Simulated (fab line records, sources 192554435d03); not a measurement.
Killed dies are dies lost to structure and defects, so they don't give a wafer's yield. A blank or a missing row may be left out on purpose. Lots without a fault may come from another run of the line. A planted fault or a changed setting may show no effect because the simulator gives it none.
One fault seen from 2 desks | flow n5_finfet | each desk has only its own numbers; what lay behind them comes last

THE METROLOGY DESK
What the gauges read, lot by lot, whatever tool the lot ran on: means of the sampled wafers that have a number. A lot is out of limits, marked OUT, if its mean lies more than 4 standard deviations from the usual mean; the brackets give that distance.
Columns: A = trench_depth_nm at N5_BEOL_M12_OCD_MEAS_35, usual 321 nm; B = M13_ILD_THK at N5_BEOL_M13_THK_MEAS_01, usual 845 nm
lot  | first seen here | A   | B
L821 | day 11 11:18    | 320 | 856
L824 | day 13 14:30    | 322 | 846
L823 | day 13 15:58    | 314 | 849
L826 | day 14 04:28    | 320 | 844
L825 | day 14 14:50    | 325 | 829
L832 | day 15 10:19    | 317 | 851
L834 | day 15 15:13    | 326 | 850
L839 | day 16 23:10    | 321 | 841
L836 | day 17 01:53    | 320 | 904 (+5.4) OUT
L840 | day 17 09:48    | 312 | 910 (+6.0) OUT
L841 | day 17 16:30    | 320 | 835
L842 | day 18 07:54    | 321 | 914 (+6.3) OUT
This desk's finding: out of limits on L836, L840, L842; first on L836, day 17 04:02 (M13_ILD_THK at N5_BEOL_M13_THK_MEAS_01). In limits: L821, L824, L823, L826, L825, L832, L834, L839, L841.

THE TOOL OWNER'S DESK: pecvd-04
The tool's own readings at N5_BEOL_M13_ILD_DEP_00 (deposits SiOC from DEMS/O2, target thk 837.92 nm, time 166.4 s): means of the sampled wafers that have a number, for each lot that ran on this tool. A lot is out of limits, marked OUT, if its mean lies more than 4 standard deviations from the usual mean; the brackets give that distance.
Columns: A = heater_power_w at N5_BEOL_M13_ILD_DEP_00, usual 493 W; B = run_length_s at N5_BEOL_M13_ILD_DEP_00, usual 211.3 s; C = showerhead_plenum_p_Torr at N5_BEOL_M13_ILD_DEP_00, usual 5.698 Torr; D = showerhead_vpp_V at N5_BEOL_M13_ILD_DEP_00, usual 1342 V; E = throttle_valve_pct at N5_BEOL_M13_ILD_DEP_00, usual 11.9 %
lot  | first seen here | A   | B               | C     | D    | E
L824 | day 13 17:10    | 579 | 211.0           | 5.677 | 1328 | 11.6
L834 | day 15 19:06    | 588 | 211.2           | 5.681 | 1398 | 11.6
L836 | day 17 03:49    | 592 | 224.4 (+28) OUT | 5.678 | 1331 | 11.4
L840 | day 17 14:14    | 579 | 224.3 (+28) OUT | 5.665 | 1327 | 11.5
L842 | day 18 10:48    | 622 | 224.3 (+28) OUT | 5.686 | 1232 | 11.3
This desk's finding: out of limits on L836, L840, L842; first on L836, day 17 03:49 (run_length_s at N5_BEOL_M13_ILD_DEP_00). In limits: L824, L834.

PUT TOGETHER
The tool owner's desk could have raised an alarm at day 17 03:49, on L836, L840, L842.
The metrology desk could have raised an alarm at day 17 04:02, on L836, L840, L842.
Of the lots named, all ran N5_BEOL_M13_ILD_DEP_00 on pecvd-04.

WHAT THE SIMULATOR HAD PUT IN
Process parameter drift: pecvd-04, from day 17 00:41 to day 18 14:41, at N5_BEOL_M13_ILD_DEP_00. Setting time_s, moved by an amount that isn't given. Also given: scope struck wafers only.
Lots struck among those shown: L836, L840, L842.
Hours from the fault's start to each desk's first reading out of limits: the tool owner's desk, 3; the metrology desk, 3.
